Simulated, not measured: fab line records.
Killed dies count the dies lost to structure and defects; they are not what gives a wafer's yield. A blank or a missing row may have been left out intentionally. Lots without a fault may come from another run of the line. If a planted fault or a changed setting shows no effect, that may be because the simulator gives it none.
Matching of chambers / flow n5-finfet / N5_MIM_TOP_ETCH_PECVD_03 on pecvd-02: 3 sister chambers
The step deposits SiNx from SiH4/NH3/N2, target thk 20 nm, time 17.6 s. 3 wafers are shown with their chamber, then 7 later ones without.

## EACH WAFER AND ITS CHAMBER
wafer=L266.4; chamber=1; showerhead-plenum-p-Torr (Torr)=5.14
wafer=L277.4; chamber=2; showerhead-plenum-p-Torr (Torr)=5.09
wafer=L277.5; chamber=0; showerhead-plenum-p-Torr (Torr)=5.16

## WAFERS WHOSE CHAMBER IS MISSING
wafer=L277.6; showerhead-plenum-p-Torr (Torr)=5.13
wafer=L273.1; showerhead-plenum-p-Torr (Torr)=5.06
wafer=L273.2; showerhead-plenum-p-Torr (Torr)=5.16
wafer=L273.3; showerhead-plenum-p-Torr (Torr)=5.13
wafer=L278.3; showerhead-plenum-p-Torr (Torr)=5.17
wafer=L278.4; showerhead-plenum-p-Torr (Torr)=5.12
wafer=L278.6; showerhead-plenum-p-Torr (Torr)=5.09

## CHAMBER TAKEN BY EACH
wafer=L277.6; from the rows above=can't be placed: 1 or 0 or 2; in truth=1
wafer=L273.1; from the rows above=2; in truth=2
wafer=L273.2; from the rows above=can't be placed: 0 or 1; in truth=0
wafer=L273.3; from the rows above=can't be placed: 1 or 0 or 2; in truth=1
wafer=L278.3; from the rows above=can't be placed: 0 or 1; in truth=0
wafer=L278.4; from the rows above=can't be placed: 1 or 2 or 0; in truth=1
wafer=L278.6; from the rows above=2; in truth=2
2 of 7 placed correctly. Not placeable from these rows: 5 (in 5, the candidates include the true chamber). Placed wrongly: 0.
How it was worked out, from the rows above alone: a wafer's distance from a chamber is the root of the sum, over the readings, of the square of ((its reading less the chamber's mean) divided by the reading's scatter). If the next closest chamber is less than 2 further off than the closest, the wafer can't be placed; otherwise it belongs to the closest. A chamber's mean is the mean of its shown wafers. The scatter (one wafer shown for each chamber): square how far every hidden wafer sits from the nearest shown wafer, average those squares and take the square root.
